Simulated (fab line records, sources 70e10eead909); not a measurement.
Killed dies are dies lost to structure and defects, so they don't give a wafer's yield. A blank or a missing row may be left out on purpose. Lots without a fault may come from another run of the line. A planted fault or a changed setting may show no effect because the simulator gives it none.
A struck lot beside a sound one | flow nand_harc | 19 steps out of a route of 1302
Sound: wafers L477.2, L477.5, L477.6. Struck: wafers L479.4, L479.5, L479.6. The cause comes at the end.
At each step with rows: each side's tool, then ch and its chambers, then its first start. Under that, the readings that differ: sound wafers | struck wafers | difference of the means | sigmas: that difference in standard deviations of wafers without a fault.
alike: readings whose means differ by less than 2 such deviations, and words and numbers that are the same on both sides. not compared: withheld readings, readings that some wafer has no value for, bounds like >300 that may hide the same value, and numbers for which the record gives no deviation and whose values overlap.
The two part at a step that has a row with sigmas, a row that says differs or no value, or rows on one side only. Numbers that don't overlap but have no deviation are shown without sigmas and don't part them. A reading that every wafer of one side lacks parts them only if that side has two wafers or more.

NHARC_A_ONON_D2_THK_MEAS_11: measures by ellipsometry.
  sound on film_metro-01, day 14 08:43; struck on film_metro-02, day 14 22:12
  alike: thk_nm
then, 1 step without rows for these wafers: NHARC_A_ONON_D2_DEP_12 (target thk 1000 nm).
NHARC_A_ONON_D2_THK_MEAS_14: measures by ellipsometry.
  sound on film_metro-02, day 14 09:16; struck on film_metro-02, day 14 22:46
  alike: thk_nm
then, 2 steps without rows for these wafers: NHARC_A_ONON_D2_ANNEAL_15 (time 3600 s); NHARC_A_ONON_D2_DEP_16 (target thk 1000 nm).
NHARC_A_ONON_D2_THK_MEAS_18: measures by ellipsometry.
  sound on film_metro-02, day 14 17:07; struck on film_metro-01, day 15 06:08
  alike: thk_nm
then, 1 step without rows for these wafers: NHARC_A_ONON_D2_DEP_19 (target thk 1000 nm).
NHARC_A_ONON_D2_THK_MEAS_21: measures by ellipsometry.
  sound on film_metro-02, day 14 17:41; struck on film_metro-01, day 15 06:43
  alike: thk_nm
then, 1 step without rows for these wafers: NHARC_A_ONON_D2_DEP_22 (target thk 1000 nm).
NHARC_A_ONON_D2_THK_MEAS_24: measures by ellipsometry.
  sound on film_metro-01, day 14 18:15; struck on film_metro-02, day 15 07:17
  alike: thk_nm
then, 1 step without rows for these wafers: NHARC_A_ONON_D2_DEP_25 (target thk 1000 nm).
NHARC_A_ONON_D2_THK_MEAS_27: measures by ellipsometry.
  sound on film_metro-02, day 14 18:50; struck on film_metro-01, day 15 07:50
  alike: thk_nm
NHARC_A_ONON_D2_DEP_28: target thk 1000 nm.
  sound on pecvd_onon-04 ch 0, day 14 18:58; struck on pecvd_onon-04 ch 0, day 15 08:04
NHARC_A_ONON_D2_THK_MEAS_30: measures by ellipsometry.
  sound on film_metro-01, day 14 19:25; struck on film_metro-02, day 15 08:24
  alike: thk_nm
NHARC_A_ONON_D2_DEP_33: deposits SiO2, target thk 200 nm.
  sound on pecvd-01 ch 0,1,2, day 14 19:31; struck on pecvd-04 ch 0,1,2, day 15 08:35
  alike: chamber_pressure_Torr, heater_power_w, showerhead_vpp_V, throttle_valve_pct
NHARC_A_ONON_D2_THK_MEAS_34: measures by ellipsometry.
  sound on film_metro-01, day 14 19:52; struck on film_metro-02, day 15 08:52
  alike: thk_nm
NHARC_A_ONON_D2_INSPECT_32:
  sound on defect_inspect-02, day 14 19:58; struck on defect_inspect-02, day 15 08:58
  reading          | sound       | struck         | difference | sigmas
  raw_defect_count | 647 493 693 | 1406 1555 1356 | +828       | +5
NHARC_A_CHANNEL_HOLE_D2_DEP_00: deposits aC, target thk 3100 nm.
  sound on acl_dep-01 ch 0, day 14 20:20; struck on acl_dep-03 ch 0, day 15 09:58
  alike: throttle_valve_pct
-- the record jumps here: 11 days lie between the struck wafers' starts before and after (it left off in module A_CHANNEL_HOLE_D2 and takes up again in module END, whose first step shown is number 1302 of the route) --
NHARC_END_SORT_01:
  sound on prober-02 ch 0, day 25 23:57; struck on prober-02 ch 0, day 26 20:39
  alike: killed_at_array, killed_at_other, killed_at_periphery, killed_dies, killed_open, killed_short

WHERE THEY PART
Only at NHARC_A_ONON_D2_INSPECT_32, within this record. Later steps at which nothing parts them and some readings are alike: NHARC_A_CHANNEL_HOLE_D2_DEP_00, NHARC_END_SORT_01.

WHY: what the simulator had put in
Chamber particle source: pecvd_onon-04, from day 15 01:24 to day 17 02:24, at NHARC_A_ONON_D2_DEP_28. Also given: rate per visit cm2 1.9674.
